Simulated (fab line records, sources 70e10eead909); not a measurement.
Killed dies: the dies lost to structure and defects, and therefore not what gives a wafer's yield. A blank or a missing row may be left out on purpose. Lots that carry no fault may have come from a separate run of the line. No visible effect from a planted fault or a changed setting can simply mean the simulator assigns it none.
Which tool is to blame?    flow nand_harc    72 wafers from 24 lots sampled at 6 of the route's 1159 steps

## WHAT THE GAUGES READ, wafer by wafer
The record lacks any reading of a measuring or inspecting step that a usual standard deviation could be used to judge.

## WHAT TOOL EACH LOT RAN ON (gives the tool, then ch and the chambers of the sampled wafers, and finally the start)
lot   NHARC_A_STAIRCASE_DEP_156        NHARC_A_STAIRCASE_DESCUM_168        NHARC_A_STAIRCASE_ETCH_13                      NHARC_A_STAIRCASE_ETCH_15                      NHARC_A_STAIRCASE_TRIM_196          NHARC_A_STAIRCASE_STRIP_205
L074  pecvd-04 ch 0,1, day 10 16:53    rie_diel-01 ch 1,2,3, day 10 17:52  rie_diel-04 ch 0,2,3, day 11 02:02 or earlier  rie_diel-04 ch 0,3, day 11 02:02 or earlier    rie_diel-01 ch 0,1,2, day 11 02:02  plasma_asher-01 ch 0,1, day 11 03:06
L077  pecvd-04 ch 0,1, day 11 03:40    rie_diel-01 ch 0,2,3, day 11 04:36  rie_diel-01 ch 2,3, day 11 11:41 or earlier    rie_diel-01 ch 1,2,3, day 11 11:41 or earlier  rie_diel-08 ch 0,3, day 11 11:41    plasma_asher-01 ch 0,1, day 11 12:51
L075  pecvd-02 ch 0,1, day 11 07:47    rie_diel-01 ch 0,2,3, day 11 08:51  rie_diel-01 ch 0,1,2, day 11 15:43 or earlier  rie_diel-01 ch 2,3, day 11 15:43 or earlier    rie_diel-08 ch 1,2,3, day 11 15:43  plasma_asher-01 ch 0, day 11 17:26
L076  pecvd-04 ch 0,1,2, day 11 10:35  rie_diel-08 ch 0,1,2, day 11 11:26  rie_diel-08 ch 0,2,3, day 11 18:28 or earlier  rie_diel-08 ch 0,3, day 11 18:28 or earlier    rie_diel-08 ch 0,1,2, day 11 18:28  plasma_asher-02 ch 0,1, day 11 19:37
L078  pecvd-02 ch 0,1, day 11 10:39    rie_diel-04 ch 0,3, day 11 11:39    rie_diel-01 ch 2,3, day 11 18:47 or earlier    rie_diel-01 ch 0,1,2, day 11 18:47 or earlier  rie_diel-01 ch 0,2, day 11 18:47    plasma_asher-01 ch 0,1, day 11 19:56
L080  pecvd-04 ch 0,1,2, day 11 19:18  rie_diel-08 ch 0,2,3, day 11 20:18  rie_diel-01 ch 1,2,3, day 12 03:28 or earlier  rie_diel-01 ch 0,1,2, day 12 03:28 or earlier  rie_diel-01 ch 1,2,3, day 12 03:28  plasma_asher-02 ch 0,1, day 12 04:48
L079  pecvd-02 ch 1, day 11 19:19      rie_diel-04 ch 1,2, day 11 20:28    rie_diel-08 ch 1,2,3, day 12 04:26 or earlier  rie_diel-08 ch 1,2,3, day 12 04:26 or earlier  rie_diel-01 ch 1,2, day 12 04:26    plasma_asher-02 ch 0,1, day 12 06:05
L082  pecvd-01 ch 0,1,2, day 12 10:22  rie_diel-08 ch 1,2, day 12 11:21    rie_diel-04 ch 0,2, day 12 18:57 or earlier    rie_diel-04 ch 0,1, day 12 18:57 or earlier    rie_diel-08 ch 0,2, day 12 18:57    plasma_asher-01 ch 0,1, day 12 21:28
L081  pecvd-04 ch 0,2, day 12 10:31    rie_diel-04 ch 0,1,2, day 12 11:32  rie_diel-04 ch 0,2, day 12 20:04 or earlier    rie_diel-04 ch 0,1, day 12 20:04 or earlier    rie_diel-04 ch 0,1,2, day 12 20:04  plasma_asher-01 ch 0,1, day 12 22:19
L084  pecvd-01 ch 0,2, day 12 23:13    rie_diel-01 ch 0,1,2, day 13 00:11  rie_diel-08 ch 0,1,3, day 13 07:17 or earlier  rie_diel-08 ch 0,1,2, day 13 07:17 or earlier  rie_diel-01 ch 0,2, day 13 07:17    plasma_asher-01 ch 1, day 13 08:29
L083  pecvd-01 ch 0,1,2, day 13 03:21  rie_diel-01 ch 0,3, day 13 04:18    rie_diel-08 ch 1,2,3, day 13 11:38 or earlier  rie_diel-08 ch 1,2,3, day 13 11:38 or earlier  rie_diel-01 ch 0,1,2, day 13 11:38  plasma_asher-02 ch 0,1, day 13 12:44
L087  pecvd-04 ch 0,1,2, day 13 21:21  rie_diel-01 ch 0,1,2, day 13 22:22  rie_diel-01 ch 0,1,3, day 14 06:53 or earlier  rie_diel-01 ch 0,2,3, day 14 06:53 or earlier  rie_diel-04 ch 0,3, day 14 06:53    plasma_asher-01 ch 0,1, day 14 08:42
L085  pecvd-01 ch 0,2, day 14 02:29    rie_diel-04 ch 0,2,3, day 14 03:28  rie_diel-04 ch 0,1,3, day 14 13:20 or earlier  rie_diel-04 ch 0,2,3, day 14 13:20 or earlier  rie_diel-01 ch 0,2, day 14 13:20    plasma_asher-01 ch 0,1, day 14 14:25
L086  pecvd-02 ch 0,1,2, day 14 02:29  rie_diel-08 ch 0,2,3, day 14 04:58  rie_diel-08 ch 0,1,2, day 14 12:26 or earlier  rie_diel-08 ch 0,2,3, day 14 12:26 or earlier  rie_diel-04 ch 0,2,3, day 14 12:26  plasma_asher-01 ch 0,1, day 14 13:37
L088  pecvd-04 ch 0,1, day 14 02:41    rie_diel-08 ch 0,2,3, day 14 05:04  rie_diel-08 ch 0,1,2, day 14 13:31 or earlier  rie_diel-08 ch 1,2,3, day 14 13:31 or earlier  rie_diel-04 ch 2,3, day 14 13:31    plasma_asher-01 ch 0,1, day 14 14:56
L089  pecvd-02 ch 0,2, day 14 07:50    rie_diel-08 ch 0,1, day 14 08:49    rie_diel-04 ch 1,3, day 14 16:41 or earlier    rie_diel-04 ch 0,1,2, day 14 16:41 or earlier  rie_diel-04 ch 0,3, day 14 16:41    plasma_asher-01 ch 0, day 14 18:13
L090  pecvd-04 ch 0,1,2, day 14 16:10  rie_diel-04 ch 0,1,3, day 14 17:16  rie_diel-04 ch 0,2,3, day 15 00:31 or earlier  rie_diel-04 ch 0,1,3, day 15 00:31 or earlier  rie_diel-01 ch 0,2,3, day 15 00:31  plasma_asher-01 ch 0, day 15 01:43
L091  pecvd-01 ch 0,1,2, day 14 19:27  rie_diel-04 ch 1,2, day 14 20:26    rie_diel-01 ch 1,2, day 15 04:23 or earlier    rie_diel-01 ch 0,2,3, day 15 04:23 or earlier  rie_diel-01 ch 1,2,3, day 15 04:23  plasma_asher-02 ch 0,1, day 15 05:52
L092  pecvd-01 ch 0,1, day 14 19:37    rie_diel-01 ch 1,3, day 14 20:36    rie_diel-01 ch 1,2,3, day 15 04:43 or earlier  rie_diel-01 ch 0,1, day 15 04:43 or earlier    rie_diel-01 ch 2,3, day 15 04:43    plasma_asher-02 ch 0,1, day 15 06:08
L093  pecvd-02 ch 0,1,2, day 15 11:19  rie_diel-01 ch 0,2,3, day 15 12:16  rie_diel-01 ch 0,1,2, day 15 19:07 or earlier  rie_diel-01 ch 0,1,3, day 15 19:07 or earlier  rie_diel-08 ch 2,3, day 15 19:07    plasma_asher-01 ch 0,1, day 15 20:35
L094  pecvd-02 ch 0,1,2, day 15 14:56  rie_diel-01 ch 0,2,3, day 15 15:44  rie_diel-04 ch 0,1,2, day 15 23:09 or earlier  rie_diel-04 ch 0,2,3, day 15 23:09 or earlier  rie_diel-01 ch 0,1, day 15 23:09    plasma_asher-01 ch 0,1, day 16 01:07
L095  pecvd-02 ch 0,2, day 15 18:13    rie_diel-04 ch 0,1,3, day 15 19:04  rie_diel-01 ch 0,3, day 16 01:44 or earlier    rie_diel-01 ch 0,3, day 16 01:44 or earlier    rie_diel-01 ch 0,3, day 16 01:44    plasma_asher-01 ch 0,1, day 16 03:28
L097  pecvd-02 ch 0,2, day 16 10:10    rie_diel-08 ch 0,2,3, day 16 11:07  rie_diel-01 ch 1,2,3, day 16 18:04 or earlier  rie_diel-01 ch 1,2, day 16 18:04 or earlier    rie_diel-08 ch 0,2, day 16 18:04    plasma_asher-01 ch 0,1, day 16 19:13
L096  pecvd-02 ch 1,2, day 16 18:21    rie_diel-08 ch 0,2,3, day 16 19:19  rie_diel-01 ch 0,1,2, day 17 02:34 or earlier  rie_diel-01 ch 1,2,3, day 17 02:34 or earlier  rie_diel-01 ch 0,2, day 17 02:34    plasma_asher-02 ch 0,1, day 17 03:48
- NHARC_A_STAIRCASE_DEP_156: deposits SiNx, target thk 50 nm.
- NHARC_A_STAIRCASE_DESCUM_168: chemistry O2, time 3 s.
- NHARC_A_STAIRCASE_ETCH_13: etches the open film in C4F8/O2, target depth 100 nm, time 40.5 s.
- NHARC_A_STAIRCASE_ETCH_15: etches the open film in C4F8/O2, target depth 100 nm, time 40.5 s.
- NHARC_A_STAIRCASE_TRIM_196: chemistry O2, time 211.2 s.
- NHARC_A_STAIRCASE_STRIP_205: strips in O2.

## AS READ BY THE TOOLS THEMSELVES (means over the sampled wafers that have a number; for cases with no such wafer, the mark the record gives instead)
NHARC_A_STAIRCASE_DEP_156. Usual: heater_power_w 725 W, standard deviation 130; rf_fwd_power_W 447.6 W, standard deviation 1.5.
lot   tool      heater_power_w (W)  rf_fwd_power_W (W)  flag
L074  pecvd-04  705                 448.8               
L077  pecvd-04  700                 448.1               
L075  pecvd-02  638                 448.6               
L076  pecvd-04  711                 449.0               
L078  pecvd-02  691                 447.5               
L080  pecvd-04  670                 448.1               
L079  pecvd-02  699                 446.5               
L082  pecvd-01  736                 447.0               
L081  pecvd-04  614                 449.4               
L084  pecvd-01  676                 446.8               
L083  pecvd-01  772                 447.4               
L087  pecvd-04  685                 447.6               
L085  pecvd-01  683                 447.4               
L086  pecvd-02  781                 445.6               
L088  pecvd-04  653                 448.2               
L089  pecvd-02  764                 446.6               
L090  pecvd-04  699                 447.7               
L091  pecvd-01  751                 446.9               
L092  pecvd-01  888                 446.5               
L093  pecvd-02  817                 447.8               
L094  pecvd-02  791                 445.9               
L095  pecvd-02  790                 447.1               
L097  pecvd-02  744                 447.4               
L096  pecvd-02  821                 446.1               

NHARC_A_STAIRCASE_DESCUM_168. Usual: drypump_motor_current_A 5.6 A, standard deviation 0.53; oes_product_au 0.998 a.u., standard deviation 0.0079; rf_vpp_V 57.8 V, standard deviation 0.87; showerhead_plenum_p_Torr 1.91 Torr, standard deviation 0.089; throttle_valve_pct 11.310 %, standard deviation 0.0085.
lot   tool         drypump_motor_current_A (A)  oes_product_au (a.u.)  rf_vpp_V (V)  showerhead_plenum_p_Torr (Torr)  throttle_valve_pct (%)  flag
L074  rie_diel-01  5.2                          0.990                  57.2          1.92                             11.315                  
L077  rie_diel-01  5.3                          1.000                  58.2          1.99                             11.317                  
L075  rie_diel-01  5.3                          0.992                  58.6          1.99                             11.315                  
L076  rie_diel-08  5.8                          0.999                  58.1          1.90                             11.314                  
L078  rie_diel-04  6.2                          1.000                  58.4          1.92                             11.296                  
L080  rie_diel-08  5.5                          1.000                  57.9          1.88                             11.315                  
L079  rie_diel-04  5.3                          0.994                  58.8          1.90                             11.310                  
L082  rie_diel-08  6.0                          1.000                  58.4          1.92                             11.310                  
L081  rie_diel-04  5.4                          1.001                  57.7          1.92                             11.312                  
L084  rie_diel-01  5.4                          0.990                  57.7          1.91                             11.313                  
L083  rie_diel-01  5.6                          0.998                  58.7          1.99                             11.314                  
L087  rie_diel-01  5.4                          0.997                  57.9          1.91                             11.317                  
L085  rie_diel-04  6.0                          0.992                  57.3          1.90                             11.317                  
L086  rie_diel-08  5.5                          0.991                  57.1          1.87                             11.311                  
L088  rie_diel-08  5.5                          1.000                  58.2          1.87                             11.314                  
L089  rie_diel-08  6.2                          1.001                  57.3          1.83                             11.310                  
L090  rie_diel-04  5.9                          0.998                  58.1          1.89                             11.311                  
L091  rie_diel-04  5.3                          1.008                  58.0          1.89                             11.317                  
L092  rie_diel-01  5.4                          0.994                  57.3          1.87                             11.302                  
L093  rie_diel-01  5.3                          0.992                  57.3          1.98                             11.309                  
L094  rie_diel-01  5.3                          0.991                  57.6          1.97                             11.311                  
L095  rie_diel-04  5.9                          0.994                  57.9          1.89                             11.311                  
L097  rie_diel-08  5.5                          1.010                  57.7          1.86                             11.320                  
L096  rie_diel-08  5.5                          1.006                  57.1          1.86                             11.298                  

NHARC_A_STAIRCASE_ETCH_13. Usual: oes_product_au 0.933 a.u., standard deviation 0.013; rf_fwd_power_W 592.4 W, standard deviation 2.7; rf_vpp_V 896 V, standard deviation 5.5.
lot   tool         oes_product_au (a.u.)  rf_fwd_power_W (W)  rf_vpp_V (V)  flag
L074  rie_diel-04  0.921                  589.5               895           
L077  rie_diel-01  0.931                  593.5               899           
L075  rie_diel-01  0.929                  591.1               896           
L076  rie_diel-08  0.946                  593.3               894           
L078  rie_diel-01  0.960                  595.2               899           
L080  rie_diel-01  0.926                  593.8               897           
L079  rie_diel-08  0.922                  592.6               895           
L082  rie_diel-04  0.916                  590.8               897           
L081  rie_diel-04  0.920                  588.0               896           
L084  rie_diel-08  0.933                  592.5               890           
L083  rie_diel-08  0.920                  592.2               895           
L087  rie_diel-01  0.925                  593.2               898           
L085  rie_diel-04  0.928                  590.9               895           
L086  rie_diel-08  0.945                  594.1               895           
L088  rie_diel-08  0.936                  594.0               894           
L089  rie_diel-04  0.930                  591.4               893           
L090  rie_diel-04  0.952                  589.8               894           
L091  rie_diel-01  0.952                  590.3               891           
L092  rie_diel-01  0.932                  595.3               896           
L093  rie_diel-01  0.931                  592.8               896           
L094  rie_diel-04  0.950                  590.2               896           
L095  rie_diel-01  0.945                  595.3               901           
L097  rie_diel-01  0.929                  593.7               895           
L096  rie_diel-01  0.935                  592.9               896           

NHARC_A_STAIRCASE_ETCH_15. Usual: oes_product_au 0.938 a.u., standard deviation 0.01; rf_fwd_power_W 592.7 W, standard deviation 2.9; rf_vpp_V 896 V, standard deviation 5.4.
lot   tool         oes_product_au (a.u.)  rf_fwd_power_W (W)  rf_vpp_V (V)  flag
L074  rie_diel-04  0.919                  589.6               897           
L077  rie_diel-01  0.936                  593.4               897           
L075  rie_diel-01  0.949                  593.6               900           
L076  rie_diel-08  0.958                  591.2               889           
L078  rie_diel-01  0.943                  593.7               896           
L080  rie_diel-01  0.935                  593.1               896           
L079  rie_diel-08  0.930                  593.4               895           
L082  rie_diel-04  0.939                  588.8               898           
L081  rie_diel-04  0.931                  590.1               898           
L084  rie_diel-08  0.935                  594.8               895           
L083  rie_diel-08  0.934                  593.6               894           
L087  rie_diel-01  0.941                  595.5               899           
L085  rie_diel-04  0.945                  590.8               895           
L086  rie_diel-08  0.941                  594.1               892           
L088  rie_diel-08  0.943                  592.1               895           
L089  rie_diel-04  0.935                  589.6               896           
L090  rie_diel-04  0.950                  592.3               894           
L091  rie_diel-01  0.943                  593.1               900           
L092  rie_diel-01  0.927                  590.1               894           
L093  rie_diel-01  0.931                  593.9               897           
L094  rie_diel-04  0.935                  591.7               895           
L095  rie_diel-01  0.942                  596.0               901           
L097  rie_diel-01  0.936                  592.2               894           
L096  rie_diel-01  0.942                  593.7               895           

NHARC_A_STAIRCASE_TRIM_196. Usual: drypump_motor_current_A 5.5 A, standard deviation 0.48; oes_product_au 0.998 a.u., standard deviation 0.0071; rf_vpp_V 57.7 V, standard deviation 0.88; showerhead_plenum_p_Torr 3.51 Torr, standard deviation 0.15; throttle_valve_pct 17.037 %, standard deviation 0.0093.
lot   tool         drypump_motor_current_A (A)  oes_product_au (a.u.)  rf_vpp_V (V)  showerhead_plenum_p_Torr (Torr)  throttle_valve_pct (%)  flag
L074  rie_diel-01  5.4                          0.990                  58.4          3.54                             17.026                  
L077  rie_diel-08  5.8                          1.010                  56.8          3.31                             17.036                  
L075  rie_diel-08  5.7                          1.003                  57.9          3.50                             17.045                  
L076  rie_diel-08  5.8                          1.003                  57.3          3.51                             17.040                  
L078  rie_diel-01  5.5                          0.993                  58.7          3.64                             17.042                  
L080  rie_diel-01  5.2                          0.991                  58.0          3.54                             17.043                  
L079  rie_diel-01  5.1                          0.999                  58.1          3.50                             17.030                  
L082  rie_diel-08  5.4                          0.999                  56.8          3.62                             17.025                  
L081  rie_diel-04  5.4                          1.004                  58.8          3.54                             17.040                  
L084  rie_diel-01  5.1                          0.991                  58.8          3.61                             17.035                  
L083  rie_diel-01  5.4                          0.985                  57.1          3.53                             17.027                  
L087  rie_diel-04  6.5                          1.005                  57.5          3.45                             17.041                  
L085  rie_diel-01  5.2                          1.003                  57.5          3.60                             17.050                  
L086  rie_diel-04  6.0                          0.998                  57.9          3.49                             17.038                  
L088  rie_diel-04  5.8                          0.998                  57.6          3.45                             17.031                  
L089  rie_diel-04  6.2                          0.999                  58.9          3.53                             17.038                  
L090  rie_diel-01  5.3                          0.996                  58.0          3.63                             17.028                  
L091  rie_diel-01  5.2                          0.998                  57.4          3.52                             17.040                  
L092  rie_diel-01  4.9                          0.997                  57.5          3.60                             17.034                  
L093  rie_diel-08  5.4                          0.998                  57.3          3.45                             17.042                  
L094  rie_diel-01  5.7                          0.993                  58.3          3.55                             17.042                  
L095  rie_diel-01  5.6                          0.995                  57.5          3.66                             17.038                  
L097  rie_diel-08  5.4                          1.003                  57.8          3.60                             17.047                  
L096  rie_diel-01  5.5                          1.001                  58.1          3.62                             17.034                  

NHARC_A_STAIRCASE_STRIP_205. Usual: drypump_motor_current_A 6.0 A, standard deviation 0.49; heater_power_w 333 W, standard deviation 22; temp_c 249.98 C, standard deviation 0.19.
lot   tool             drypump_motor_current_A (A)  heater_power_w (W)  temp_c (C)  flag
L074  plasma_asher-01  6.0                          310                 249.92      
L077  plasma_asher-01  6.3                          325                 250.01      
L075  plasma_asher-01  6.6                          330                 249.81      
L076  plasma_asher-02  5.7                          350                 250.07      
L078  plasma_asher-01  6.3                          320                 249.87      
L080  plasma_asher-02  5.5                          361                 249.94      
L079  plasma_asher-02  5.6                          358                 250.03      
L082  plasma_asher-01  6.3                          329                 249.76      
L081  plasma_asher-01  6.1                          325                 250.01      
L084  plasma_asher-01  5.7                          323                 250.03      
L083  plasma_asher-02  5.6                          360                 249.99      
L087  plasma_asher-01  6.1                          323                 249.93      
L085  plasma_asher-01  6.3                          323                 250.09      
L086  plasma_asher-01  6.1                          320                 250.05      
L088  plasma_asher-01  6.4                          322                 249.86      
L089  plasma_asher-01  6.6                          323                 250.00      
L090  plasma_asher-01  6.6                          317                 249.93      
L091  plasma_asher-02  5.5                          365                 249.96      
L092  plasma_asher-02  5.6                          355                 249.85      
L093  plasma_asher-01  6.3                          324                 249.90      
L094  plasma_asher-01  6.0                          323                 250.08      
L095  plasma_asher-01  6.3                          325                 249.97      
L097  plasma_asher-01  6.0                          325                 250.18      
L096  plasma_asher-02  5.7                          352                 249.91      

## THE ANSWER, worked out from the rows above alone
Rule: take the mean of a lot's wafers that have a number; if it is more than 3 standard deviations from the usual mean, the lot is off. A lot without any number at a reading at which 4 lots or more have one is off too. Any other lot the step has rows for is counted as sound. First the gauges in route order, then the tools' own readings, where a lot's mean is used as printed above. At the first step where some lot is off, the reading lying furthest off is the one used; lots without a number count as furthest.
No lot is off at any reading shown: from this, nothing can be told.

## WHAT WAS PUT IN BY THE SIMULATOR
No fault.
